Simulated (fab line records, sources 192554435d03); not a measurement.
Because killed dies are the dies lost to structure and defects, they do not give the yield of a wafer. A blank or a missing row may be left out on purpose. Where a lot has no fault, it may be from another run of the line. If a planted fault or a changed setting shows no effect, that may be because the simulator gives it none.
Split-lot experiment + flow n5Finfet + 21 wafers read across 7 lots, on a route 1938 steps long

## ON THE SPLIT
At N5_BEOL_M5_ETCH_72 (etches underlayer in N2/H2, target depth 6.5 nm, time 5.2 s), the setting biasW was moved away from the recipe's 150 W on 4 of the 21 wafers read, by -14.5% to +14.5%. For the rest of the wafers, this setting stayed at what the recipe calls for.

The split's own step is where the reading is taken.

## THE READING
rfVppV, in V, at N5_BEOL_M5_ETCH_72 (etches underlayer in N2/H2, target depth 6.5 nm, time 5.2 s). A value of 524.3 V with a standard deviation of 1.8 V is what fault-free wafers of this fab line usually give.

| wafer  | tool, chamber at the split | biasW as run, W | against the recipe | rfVppV, V | against lot-mates on the recipe |
|--------|----------------------------|-----------------|--------------------|-----------|---------------------------------|
| L075.1 | rieDiel-02, 0              | 150             | recipe             | 526.1     | -                               |
| L075.2 | rieDiel-02, 3              | 150             | recipe             | 526.1     | -                               |
| L075.3 | rieDiel-02, 1              | 150             | recipe             | 523.5     | -                               |
| L081.1 | rieDiel-02, 3              | 150             | recipe             | 527.3     | -                               |
| L081.2 | rieDiel-02, 0              | 171.8           | +14.5%             | 570.1     | +44.9                           |
| L081.5 | rieDiel-02, 1              | 150             | recipe             | 523.2     | -                               |
| L082.1 | rieDiel-06, 1              | 128.3           | -14.5%             | 478.4     | -47.1                           |
| L082.2 | rieDiel-06, 2              | 128.3           | -14.5%             | 471.7     | -53.8                           |
| L082.5 | rieDiel-06, 2              | 150             | recipe             | 525.5     | -                               |
| L084.3 | rieDiel-06, 2              | 150             | recipe             | 524.4     | -                               |
| L084.5 | rieDiel-06, 3              | 150             | recipe             | 524.3     | -                               |
| L084.6 | rieDiel-06, 2              | 150             | recipe             | 523.9     | -                               |
| L094.3 | rieDiel-06, 0              | 150             | recipe             | 523.8     | -                               |
| L094.4 | rieDiel-06, 1              | 150             | recipe             | 526.0     | -                               |
| L094.5 | rieDiel-06, 0              | 150             | recipe             | 521.8     | -                               |
| L096.2 | rieDiel-02, 3              | 150             | recipe             | 526.2     | -                               |
| L096.3 | rieDiel-02, 0              | 150             | recipe             | 522.2     | -                               |
| L096.4 | rieDiel-02, 2              | 150             | recipe             | 524.4     | -                               |
| L097.3 | rieDiel-02, 1              | 160.4           | +6.9%              | 545.6     | +21.2                           |
| L097.5 | rieDiel-02, 3              | 150             | recipe             | 526.3     | -                               |
| L097.6 | rieDiel-02, 0              | 150             | recipe             | 522.5     | -                               |

THE FIT
A straight line over all 21 wafers: rfVppV changes by +3.3 V for each +1% of biasW; r = +0.99; the points scatter about the line by 2 V.
The same after taking each lot's own level away (the mean of its wafers on the recipe; 21 wafers): +3.33 V for each +1%; r = +0.99; scatter 2.1 V.
According to that fit, moving biasW by its largest amount changes the reading by 48 V.
The lots' own levels span 523.87 to 525.50 V, that is 0.9 times the standard deviation above.
So the lot-to-lot level changes the slope little: the two slopes agree.
Check: with one of the wafers moved furthest among these (+14.5%) left out of the fit, the line predicts +49.7 V for it against its lot-mates. It came out at +44.9 V against them.
Tool readings at the split's step, against how far the setting was moved: rfVppV r = +0.99.

## FILE'S OWN FIT
rfVppV changes by +3.26 V for each +1% of biasW, r = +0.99.
